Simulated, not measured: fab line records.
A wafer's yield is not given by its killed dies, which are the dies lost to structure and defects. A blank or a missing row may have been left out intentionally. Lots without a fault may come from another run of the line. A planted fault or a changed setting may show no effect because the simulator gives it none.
Split-lot study + flow n5Finfet + route with 1938 steps; 7 lots, 39 wafers read

== SPLIT DETAILS ==
At N5_FIN_SAQP_ETCH_52 (etches SOC in N2/H2, target depth 100 nm, overetch 20 nm, time 150 s), the setting sourceW was moved away from the recipe's 840 W on 9 of the 39 wafers read, by -18.2% to +10.4%. The other wafers ran this setting at the recipe's value.

The split's own step is where the reading is taken.

== THE READING ==
rfVppV, in V, at N5_FIN_SAQP_ETCH_52 (etches SOC in N2/H2, target depth 100 nm, overetch 20 nm, time 150 s). Fault-free wafers of this fab line usually give 523.8 V, standard deviation 2.3 V.

| wafer  | tool, chamber at the split | sourceW as run, W | against the recipe | rfVppV, V | against lot-mates on the recipe |
|--------|----------------------------|-------------------|--------------------|-----------|---------------------------------|
| L077.1 | rieDiel-01, 1              | 840               | recipe             | 526.1     | -                               |
| L077.2 | rieDiel-01, 3              | 840               | recipe             | 525.2     | -                               |
| L077.3 | rieDiel-01, 2              | 840               | recipe             | 523.0     | -                               |
| L077.4 | rieDiel-01, 3              | 840               | recipe             | 526.2     | -                               |
| L077.5 | rieDiel-01, 1              | 840               | recipe             | 524.4     | -                               |
| L077.6 | rieDiel-01, 2              | 840               | recipe             | 522.0     | -                               |
| L085.1 | rieDiel-01, 2              | 840               | recipe             | 521.9     | -                               |
| L085.2 | rieDiel-01, 3              | 840               | recipe             | 526.1     | -                               |
| L085.3 | rieDiel-01, 0              | 840               | recipe             | 525.8     | -                               |
| L085.4 | rieDiel-01, 1              | 840               | recipe             | 526.0     | -                               |
| L085.5 | rieDiel-01, 3              | 840               | recipe             | 524.1     | -                               |
| L085.6 | rieDiel-01, 2              | 840               | recipe             | 522.8     | -                               |
| L086.1 | rieDiel-01, 2              | 687               | -18.2%             | 558.0     | +33.6                           |
| L086.2 | rieDiel-01, 1              | 840               | recipe             | 525.1     | -                               |
| L086.3 | rieDiel-01, 0              | 687               | -18.2%             | 561.9     | +37.5                           |
| L086.4 | rieDiel-01, 3              | 687               | -18.2%             | 560.5     | +36.1                           |
| L086.5 | rieDiel-01, 1              | 840               | recipe             | 526.3     | -                               |
| L086.6 | rieDiel-01, 2              | 840               | recipe             | 521.7     | -                               |
| L089.1 | rieDiel-02, 3              | 840               | recipe             | 522.8     | -                               |
| L089.2 | rieDiel-02, 2              | 903.7             | +7.6%              | 514.5     | -9.3                            |
| L089.3 | rieDiel-02, 0              | 903.7             | +7.6%              | 513.6     | -10.2                           |
| L089.4 | rieDiel-02, 1              | 840               | recipe             | 523.0     | -                               |
| L089.5 | rieDiel-02, 0              | 840               | recipe             | 525.5     | -                               |
| L089.6 | rieDiel-02, 3              | 903.7             | +7.6%              | 511.2     | -12.6                           |
| L092.1 | rieDiel-04, 1              | 840               | recipe             | 523.0     | -                               |
| L092.5 | rieDiel-04, 2              | 840               | recipe             | 521.4     | -                               |
| L092.6 | rieDiel-04, 3              | 840               | recipe             | 520.1     | -                               |
| L095.1 | rieDiel-01, 3              | 840               | recipe             | 526.4     | -                               |
| L095.2 | rieDiel-01, 1              | 840               | recipe             | 525.6     | -                               |
| L095.3 | rieDiel-01, 2              | 840               | recipe             | 521.1     | -                               |
| L095.4 | rieDiel-01, 0              | 840               | recipe             | 527.0     | -                               |
| L095.5 | rieDiel-01, 0              | 840               | recipe             | 525.4     | -                               |
| L095.6 | rieDiel-01, 1              | 840               | recipe             | 524.8     | -                               |
| L097.1 | rieDiel-01, 3              | 840               | recipe             | 526.9     | -                               |
| L097.2 | rieDiel-01, 0              | 840               | recipe             | 527.2     | -                               |
| L097.3 | rieDiel-01, 1              | 927               | +10.4%             | 508.2     | -18.1                           |
| L097.4 | rieDiel-01, 2              | 927               | +10.4%             | 506.5     | -19.8                           |
| L097.5 | rieDiel-01, 1              | 927               | +10.4%             | 507.4     | -18.9                           |
| L097.6 | rieDiel-01, 0              | 840               | recipe             | 524.7     | -                               |

FIT RESULTS
A straight line over all 39 wafers: rfVppV changes by -1.84 V for each +1% of sourceW; r = -0.98; the points scatter about the line by 2.1 V.
The same after taking each lot's own level away (the mean of its wafers on the recipe; 39 wafers): -1.87 V for each +1%; r = -0.99; scatter 1.9 V.
Per that fit: largest sourceW move, reading shift of 34 V.
The lots' own levels span 521.50 to 526.27 V, that is 2.1 times the standard deviation above.
The two slopes are in agreement: the lot-to-lot level therefore moves the slope only a little.
Check: for one of the wafers moved furthest among these (-18.2%), held out of the fit, the line's prediction against its lot-mates is +34.8 V. Against them it came out at +33.6 V.
Tool readings at the split's step, against how far the setting was moved: rfVppV r = -0.98.

== FILE'S OWN FIT ==
rfVppV changes by -1.87 V for each +1% of sourceW, r = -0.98.
